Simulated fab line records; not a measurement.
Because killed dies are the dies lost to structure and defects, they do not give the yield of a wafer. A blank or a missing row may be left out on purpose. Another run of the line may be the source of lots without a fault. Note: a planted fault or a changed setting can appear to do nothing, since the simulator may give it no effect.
Which tool did it? / flow n5_finfet / Sampling: 12 lots, 29 wafers, 5 of 1938 route steps

WHAT EACH GAUGE READ, for each wafer
N5_BEOL_M4_RC_MEAS_101.
lot=L578; measured=day 8 02:11; on=prober-02; DIBL_N (mV/V)=37.0 38.1; DIBL_P (mV/V)=38.6 39.7; IOFF_N (nA/um)=0.17 0.18; IOFF_P (nA/um)=0.23 0.26; IOFF_P_85C (nA/um)=3.9 4.3; IOFF_P_LIN (nA/um)=0.103 0.108; IOFF_P_LONG (nA/um)=9.8e-05 9.5e-05; ION_N (uA/um)=691 667; ION_P (uA/um)=466 458; SS_N (mV/dec)=72.8 72.8; SS_P (mV/dec)=74.1 74.7; VT_N (mV)=247 251; VT_N_LVT (mV)=97 100; VT_P (mV)=-251 -249; VT_P_LONG (mV)=-278.4 -277.7
lot=L580; measured=day 8 13:19; on=prober-01; DIBL_N (mV/V)=36.9 37.5; DIBL_P (mV/V)=37.5 39.2; IOFF_N (nA/um)=0.16 0.18; IOFF_P (nA/um)=0.20 0.23; IOFF_P_85C (nA/um)=3.4 3.9; IOFF_P_LIN (nA/um)=0.088 0.100; IOFF_P_LONG (nA/um)=8.5e-05 8.4e-05; ION_N (uA/um)=657 670; ION_P (uA/um)=451 455; SS_N (mV/dec)=72.8 72.1; SS_P (mV/dec)=73.8 74.4; VT_N (mV)=251 249; VT_N_LVT (mV)=101 97; VT_P (mV)=-256 -250; VT_P_LONG (mV)=-283.7 -282.1
lot=L581; measured=day 8 14:33; on=prober-02; DIBL_N (mV/V)=36.5 37.0 39.3; DIBL_P (mV/V)=34.2 36.7 37.7; IOFF_N (nA/um)=0.13 0.15 0.18; IOFF_P (nA/um)=0.21 0.26 0.26; IOFF_P_85C (nA/um)=3.6 4.3 4.4; IOFF_P_LIN (nA/um)=0.104 0.119 0.121; IOFF_P_LONG (nA/um)=0.000115 0.000108 0.000113; ION_N (uA/um)=670 658 680; ION_P (uA/um)=468 464 470; SS_N (mV/dec)=71.2 71.2 72.3; SS_P (mV/dec)=73.3 73.5 73.6; VT_N (mV)=254 250 247; VT_N_LVT (mV)=101 100 97; VT_P (mV)=-247 -248 -245; VT_P_LONG (mV)=-271.8 -270.2 -270.9
lot=L582; measured=day 9 03:02; on=prober-01; DIBL_N (mV/V)=34.2 36.0 36.8; DIBL_P (mV/V)=34.4 37.9 38.0; IOFF_N (nA/um)=0.15 0.18 0.20; IOFF_P (nA/um)=0.18 0.24 0.23; IOFF_P_85C (nA/um)=3.3 4.1 3.9; IOFF_P_LIN (nA/um)=0.092 0.111 0.106; IOFF_P_LONG (nA/um)=0.000101 9.7e-05 8.9e-05; ION_N (uA/um)=682 670 687; ION_P (uA/um)=471 457 464; SS_N (mV/dec)=72.3 72.0 72.0; SS_P (mV/dec)=73.2 73.3 74.3; VT_N (mV)=253 247 247; VT_N_LVT (mV)=100 97 96; VT_P (mV)=-254 -249 -251; VT_P_LONG (mV)=-277.9 -279.7 -277.3
lot=L583; measured=day 9 10:41; on=prober-02; DIBL_N (mV/V)=37.3 39.1 34.8; DIBL_P (mV/V)=36.9 38.0 35.0; IOFF_N (nA/um)=0.17 0.20 0.13; IOFF_P (nA/um)=0.24 0.26 0.23; IOFF_P_85C (nA/um)=4.2 4.4 3.9; IOFF_P_LIN (nA/um)=0.114 0.119 0.107; IOFF_P_LONG (nA/um)=0.000106 0.000105 0.000105; ION_N (uA/um)=678 684 650; ION_P (uA/um)=469 472 454; SS_N (mV/dec)=71.4 72.7 71.0; SS_P (mV/dec)=74.0 74.2 74.0; VT_N (mV)=249 248 250; VT_N_LVT (mV)=96 97 101; VT_P (mV)=-249 -247 -248; VT_P_LONG (mV)=-274.4 -274.0 -273.1
lot=L584; measured=day 9 12:52; on=prober-02; DIBL_N (mV/V)=36.8 38.7; DIBL_P (mV/V)=37.1 38.1; IOFF_N (nA/um)=0.14 0.19; IOFF_P (nA/um)=0.24 0.25; IOFF_P_85C (nA/um)=4.1 4.2; IOFF_P_LIN (nA/um)=0.105 0.114; IOFF_P_LONG (nA/um)=0.000103 0.000101; ION_N (uA/um)=645 679; ION_P (uA/um)=448 464; SS_N (mV/dec)=70.6 71.8; SS_P (mV/dec)=73.9 73.3; VT_N (mV)=254 247; VT_N_LVT (mV)=103 98; VT_P (mV)=-251 -249; VT_P_LONG (mV)=-275.4 -276.4
lot=L585; measured=day 10 00:06; on=prober-02; DIBL_N (mV/V)=34.7 42.7; DIBL_P (mV/V)=33.6 45.1; IOFF_N (nA/um)=0.12 0.30; IOFF_P (nA/um)=0.16 0.38; IOFF_P_85C (nA/um)=2.8 5.9; IOFF_P_LIN (nA/um)=0.082 0.154; IOFF_P_LONG (nA/um)=0.00011 0.000108; ION_N (uA/um)=657 694; ION_P (uA/um)=454 473; SS_N (mV/dec)=70.5 73.4; SS_P (mV/dec)=71.5 75.7; VT_N (mV)=257 243; VT_N_LVT (mV)=106 93; VT_P (mV)=-252 -241; VT_P_LONG (mV)=-273.8 -274.9
lot=L586; measured=day 10 05:03; on=prober-02; DIBL_N (mV/V)=38.8 38.0 39.1; DIBL_P (mV/V)=39.8 37.3 39.7; IOFF_N (nA/um)=0.21 0.18 0.19; IOFF_P (nA/um)=0.29 0.24 0.28; IOFF_P_85C (nA/um)=4.6 4.0 4.6; IOFF_P_LIN (nA/um)=0.125 0.109 0.123; IOFF_P_LONG (nA/um)=0.000104 0.000112 0.000112; ION_N (uA/um)=691 677 667; ION_P (uA/um)=475 465 468; SS_N (mV/dec)=71.1 71.7 71.3; SS_P (mV/dec)=74.3 73.2 74.1; VT_N (mV)=243 252 247; VT_N_LVT (mV)=94 98 96; VT_P (mV)=-242 -247 -245; VT_P_LONG (mV)=-273.2 -272.7 -272.2
lot=L588; measured=day 10 12:13; on=prober-01; DIBL_N (mV/V)=37.1 37.0 36.0; DIBL_P (mV/V)=40.3 38.0 37.7; IOFF_N (nA/um)=0.19 0.19 0.15; IOFF_P (nA/um)=0.27 0.20 0.20; IOFF_P_85C (nA/um)=4.5 3.5 3.5; IOFF_P_LIN (nA/um)=0.108 0.093 0.091; IOFF_P_LONG (nA/um)=8.8e-05 8.8e-05 8.9e-05; ION_N (uA/um)=658 665 654; ION_P (uA/um)=446 449 446; SS_N (mV/dec)=71.9 73.0 72.2; SS_P (mV/dec)=74.3 72.5 72.6; VT_N (mV)=250 248 254; VT_N_LVT (mV)=100 102 105; VT_P (mV)=-252 -252 -255; VT_P_LONG (mV)=-279.6 -279.4 -276.6
lot=L592; measured=day 11 08:22; on=prober-01; DIBL_N (mV/V)=37.0 40.0; DIBL_P (mV/V)=36.4 39.8; IOFF_N (nA/um)=0.16 0.22; IOFF_P (nA/um)=0.89 0.28; IOFF_P_85C (nA/um)=12.0 4.7; IOFF_P_LIN (nA/um)=0.401 0.122; IOFF_P_LONG (nA/um)=0.000326 0.000105; ION_N (uA/um)=676 691; ION_P (uA/um)=519 476; SS_N (mV/dec)=71.5 72.2; SS_P (mV/dec)=73.9 73.6; VT_N (mV)=248 247; VT_N_LVT (mV)=136 96; VT_P (mV)=-211 -248; VT_P_LONG (mV)=-237.7 -275.6
lot=L593; measured=day 11 13:32; on=prober-02; DIBL_N (mV/V)=35.3; DIBL_P (mV/V)=34.4; IOFF_N (nA/um)=0.12; IOFF_P (nA/um)=0.64; IOFF_P_85C (nA/um)=9.1; IOFF_P_LIN (nA/um)=0.311; IOFF_P_LONG (nA/um)=0.000297; ION_N (uA/um)=661; ION_P (uA/um)=514; SS_N (mV/dec)=71.0; SS_P (mV/dec)=72.3; VT_N (mV)=254; VT_N_LVT (mV)=138; VT_P (mV)=-216; VT_P_LONG (mV)=-242.4
lot=L594; measured=day 12 02:47; on=prober-01; DIBL_N (mV/V)=37.0 34.2 37.5; DIBL_P (mV/V)=37.8 33.9 38.3; IOFF_N (nA/um)=0.19 0.13 0.19; IOFF_P (nA/um)=0.24 0.66 0.25; IOFF_P_85C (nA/um)=4.1 9.7 4.3; IOFF_P_LIN (nA/um)=0.109 0.323 0.113; IOFF_P_LONG (nA/um)=0.000109 0.000327 0.000107; ION_N (uA/um)=702 650 671; ION_P (uA/um)=482 502 465; SS_N (mV/dec)=72.2 71.8 72.0; SS_P (mV/dec)=73.1 72.7 74.7; VT_N (mV)=250 252 248; VT_N_LVT (mV)=98 138 97; VT_P (mV)=-248 -215 -247; VT_P_LONG (mV)=-274.1 -239.0 -271.6

WHAT TOOL EACH LOT RAN ON (gives the tool, then ch and the chambers of the sampled wafers, and finally the start)
lot=L578; N5_HKMG_FIN_ALD_74=ald_hk-02 ch 0,3, day 4 07:38; N5_BEOL_M4_ANNEAL_87=pvd_sputter-02, day 7 23:55; N5_BEOL_M4_SPUTTER_88=pvd_sputter-02, day 8 00:03; N5_BEOL_M4_ANNEAL_95=pvd_sputter-02, day 8 00:47
lot=L580; N5_HKMG_FIN_ALD_74=ald_hk-03 ch 2,3, day 4 19:17; N5_BEOL_M4_ANNEAL_87=pvd_sputter-01, day 8 11:02; N5_BEOL_M4_SPUTTER_88=pvd_sputter-01, day 8 11:11; N5_BEOL_M4_ANNEAL_95=pvd_sputter-01, day 8 11:55
lot=L581; N5_HKMG_FIN_ALD_74=ald_hk-02 ch 0,2, day 5 02:20; N5_BEOL_M4_ANNEAL_87=pvd_sputter-03, day 8 12:25; N5_BEOL_M4_SPUTTER_88=pvd_sputter-03, day 8 12:33; N5_BEOL_M4_ANNEAL_95=pvd_sputter-03, day 8 13:17
lot=L582; N5_HKMG_FIN_ALD_74=ald_hk-03 ch 0,2,3, day 5 05:40; N5_BEOL_M4_ANNEAL_87=pvd_sputter-03, day 9 00:55; N5_BEOL_M4_SPUTTER_88=pvd_sputter-03, day 9 01:03; N5_BEOL_M4_ANNEAL_95=pvd_sputter-03, day 9 01:47
lot=L583; N5_HKMG_FIN_ALD_74=ald_hk-01 ch 2,3, day 5 11:02; N5_BEOL_M4_ANNEAL_87=pvd_sputter-01, day 9 08:05; N5_BEOL_M4_SPUTTER_88=pvd_sputter-01, day 9 08:13; N5_BEOL_M4_ANNEAL_95=pvd_sputter-01, day 9 08:58
lot=L584; N5_HKMG_FIN_ALD_74=ald_hk-03 ch 2,3, day 5 19:25; N5_BEOL_M4_ANNEAL_87=pvd_sputter-03, day 9 10:44; N5_BEOL_M4_SPUTTER_88=pvd_sputter-03, day 9 10:53; N5_BEOL_M4_ANNEAL_95=pvd_sputter-03, day 9 11:37
lot=L585; N5_HKMG_FIN_ALD_74=ald_hk-03 ch 2,3, day 5 23:34; N5_BEOL_M4_ANNEAL_87=pvd_sputter-03, day 9 21:45; N5_BEOL_M4_SPUTTER_88=pvd_sputter-03, day 9 21:53; N5_BEOL_M4_ANNEAL_95=pvd_sputter-03, day 9 22:38
lot=L586; N5_HKMG_FIN_ALD_74=ald_hk-03 ch 0,2,3, day 6 06:35; N5_BEOL_M4_ANNEAL_87=pvd_sputter-03, day 10 02:54; N5_BEOL_M4_SPUTTER_88=pvd_sputter-03, day 10 03:02; N5_BEOL_M4_ANNEAL_95=pvd_sputter-03, day 10 03:47
lot=L588; N5_HKMG_FIN_ALD_74=ald_hk-02 ch 0,2,3, day 6 19:29; N5_BEOL_M4_ANNEAL_87=pvd_sputter-01, day 10 10:05; N5_BEOL_M4_SPUTTER_88=pvd_sputter-01, day 10 10:14; N5_BEOL_M4_ANNEAL_95=pvd_sputter-01, day 10 10:58
lot=L592; N5_HKMG_FIN_ALD_74=ald_hk-03 ch 0,3, day 7 17:16; N5_BEOL_M4_ANNEAL_87=pvd_sputter-01, day 11 05:26; N5_BEOL_M4_SPUTTER_88=pvd_sputter-01, day 11 05:34; N5_BEOL_M4_ANNEAL_95=pvd_sputter-01, day 11 06:19
lot=L593; N5_HKMG_FIN_ALD_74=ald_hk-03 ch 1, day 7 22:22; N5_BEOL_M4_ANNEAL_87=pvd_sputter-01, day 11 11:16; N5_BEOL_M4_SPUTTER_88=pvd_sputter-01, day 11 11:24; N5_BEOL_M4_ANNEAL_95=pvd_sputter-01, day 11 12:08
lot=L594; N5_HKMG_FIN_ALD_74=ald_hk-03 ch 0,2,3, day 8 04:58; N5_BEOL_M4_ANNEAL_87=pvd_sputter-03, day 12 00:40; N5_BEOL_M4_SPUTTER_88=pvd_sputter-03, day 12 00:48; N5_BEOL_M4_ANNEAL_95=pvd_sputter-03, day 12 01:32
- N5_HKMG_FIN_ALD_74: deposits La2O3, target thk 0.5 nm, pulse time 6 s, co reactant pulse time 1 s.
- N5_BEOL_M4_ANNEAL_87: time 240 s.
- N5_BEOL_M4_SPUTTER_88: material Cu, target thk 4.5 nm, time 8.29 s.
- N5_BEOL_M4_ANNEAL_95: time 240 s.

WHAT THE TOOLS THEMSELVES READ (means of the sampled wafers that have a number; where no wafer has one, the mark that the record gives instead)
N5_HKMG_FIN_ALD_74.
lot=L578; tool=ald_hk-02; heater_power_w (W)=366; precursor_pulse_height_rel=0.976
lot=L580; tool=ald_hk-03; heater_power_w (W)=345; precursor_pulse_height_rel=1.011
lot=L581; tool=ald_hk-02; heater_power_w (W)=342; precursor_pulse_height_rel=0.988
lot=L582; tool=ald_hk-03; heater_power_w (W)=359; precursor_pulse_height_rel=1.019
lot=L583; tool=ald_hk-01; heater_power_w (W)=363; precursor_pulse_height_rel=1.017
lot=L584; tool=ald_hk-03; heater_power_w (W)=346; precursor_pulse_height_rel=1.014
lot=L585; tool=ald_hk-03; heater_power_w (W)=346; precursor_pulse_height_rel=1.014
lot=L586; tool=ald_hk-03; heater_power_w (W)=351; precursor_pulse_height_rel=0.992
lot=L588; tool=ald_hk-02; heater_power_w (W)=350; precursor_pulse_height_rel=0.989
lot=L592; tool=ald_hk-03; heater_power_w (W)=354; precursor_pulse_height_rel=0.998
lot=L593; tool=ald_hk-03; heater_power_w (W)=388; precursor_pulse_height_rel=1.017
lot=L594; tool=ald_hk-03; heater_power_w (W)=357; precursor_pulse_height_rel=0.987

N5_BEOL_M4_ANNEAL_87.
lot=L578; tool=pvd_sputter-02; heater_power_w (W)=845
lot=L580; tool=pvd_sputter-01; heater_power_w (W)=910
lot=L581; tool=pvd_sputter-03; heater_power_w (W)=810
lot=L582; tool=pvd_sputter-03; heater_power_w (W)=803
lot=L583; tool=pvd_sputter-01; heater_power_w (W)=794
lot=L584; tool=pvd_sputter-03; heater_power_w (W)=840
lot=L585; tool=pvd_sputter-03; heater_power_w (W)=764
lot=L586; tool=pvd_sputter-03; heater_power_w (W)=780
lot=L588; tool=pvd_sputter-01; heater_power_w (W)=894
lot=L592; tool=pvd_sputter-01; heater_power_w (W)=874
lot=L593; tool=pvd_sputter-01; heater_power_w (W)=755
lot=L594; tool=pvd_sputter-03; heater_power_w (W)=811

N5_BEOL_M4_SPUTTER_88.
lot=L578; tool=pvd_sputter-02; chamber_pressure_pa (Pa)=0.07; throttle_valve_pct (%)=30.4
lot=L580; tool=pvd_sputter-01; chamber_pressure_pa (Pa)=0.07; throttle_valve_pct (%)=29.9
lot=L581; tool=pvd_sputter-03; chamber_pressure_pa (Pa)=0.07; throttle_valve_pct (%)=30.3
lot=L582; tool=pvd_sputter-03; chamber_pressure_pa (Pa)=0.07; throttle_valve_pct (%)=30.0
lot=L583; tool=pvd_sputter-01; chamber_pressure_pa (Pa)=0.07; throttle_valve_pct (%)=29.6
lot=L584; tool=pvd_sputter-03; chamber_pressure_pa (Pa)=0.07; throttle_valve_pct (%)=28.9
lot=L585; tool=pvd_sputter-03; chamber_pressure_pa (Pa)=0.07; throttle_valve_pct (%)=29.9
lot=L586; tool=pvd_sputter-03; chamber_pressure_pa (Pa)=0.07; throttle_valve_pct (%)=29.7
lot=L588; tool=pvd_sputter-01; chamber_pressure_pa (Pa)=0.07; throttle_valve_pct (%)=29.6
lot=L592; tool=pvd_sputter-01; chamber_pressure_pa (Pa)=0.07; throttle_valve_pct (%)=29.4
lot=L593; tool=pvd_sputter-01; chamber_pressure_pa (Pa)=0.07; throttle_valve_pct (%)=29.7
lot=L594; tool=pvd_sputter-03; chamber_pressure_pa (Pa)=0.07; throttle_valve_pct (%)=29.7

N5_BEOL_M4_ANNEAL_95.
lot=L578; tool=pvd_sputter-02; heater_power_w (W)=835
lot=L580; tool=pvd_sputter-01; heater_power_w (W)=898
lot=L581; tool=pvd_sputter-03; heater_power_w (W)=812
lot=L582; tool=pvd_sputter-03; heater_power_w (W)=814
lot=L583; tool=pvd_sputter-01; heater_power_w (W)=797
lot=L584; tool=pvd_sputter-03; heater_power_w (W)=851
lot=L585; tool=pvd_sputter-03; heater_power_w (W)=776
lot=L586; tool=pvd_sputter-03; heater_power_w (W)=761
lot=L588; tool=pvd_sputter-01; heater_power_w (W)=887
lot=L592; tool=pvd_sputter-01; heater_power_w (W)=852
lot=L593; tool=pvd_sputter-01; heater_power_w (W)=754
lot=L594; tool=pvd_sputter-03; heater_power_w (W)=816

THE ANSWER, worked out from the rows above alone
Rule: usual is defined by the lots themselves. The widest of any qualifying gaps counts: lots, ordered by their means at a reading, are off when they make up no more than a third of the lots, leave a main group of 4 or more, and stand apart from it by 3 or more times the standard deviation of that group's means. The tables above print the reading to a certain number of digits; a main group whose means all agree to those digits is not used. A lot without any number at a reading at which 4 lots or more have one is off too. Any other lot the step has rows for is counted as sound. Order of review: gauges by route order, followed by the tools' own readings, for which a lot's mean as printed above is used. The first step at which some lot is off is used, and at that step the reading that is off furthest; a lot without a number counts as furthest.
Off: L592, L593, L594, at N5_BEOL_M4_RC_MEAS_101 (IOFF_P_LONG). Mean 0.000100 nA/um and standard deviation 9.1e-06 in the main group.
A tool fits if, at a process step before that reading, it ran every lot that is off, and no sound lot after the first of them. The gauges at N5_BEOL_M4_RC_MEAS_101 are tried like those tools. One candidate fits, namely ald_hk-03 at N5_HKMG_FIN_ALD_74. Its last sound lot is L586 (day 6 06:35), its first lot that is off L592 (day 7 17:16): a fault that began between those two fits.

WHAT THE SIMULATOR PUT IN
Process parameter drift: ald_hk-03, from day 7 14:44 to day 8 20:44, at N5_HKMG_FIN_ALD_74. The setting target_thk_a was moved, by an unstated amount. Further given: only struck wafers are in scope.
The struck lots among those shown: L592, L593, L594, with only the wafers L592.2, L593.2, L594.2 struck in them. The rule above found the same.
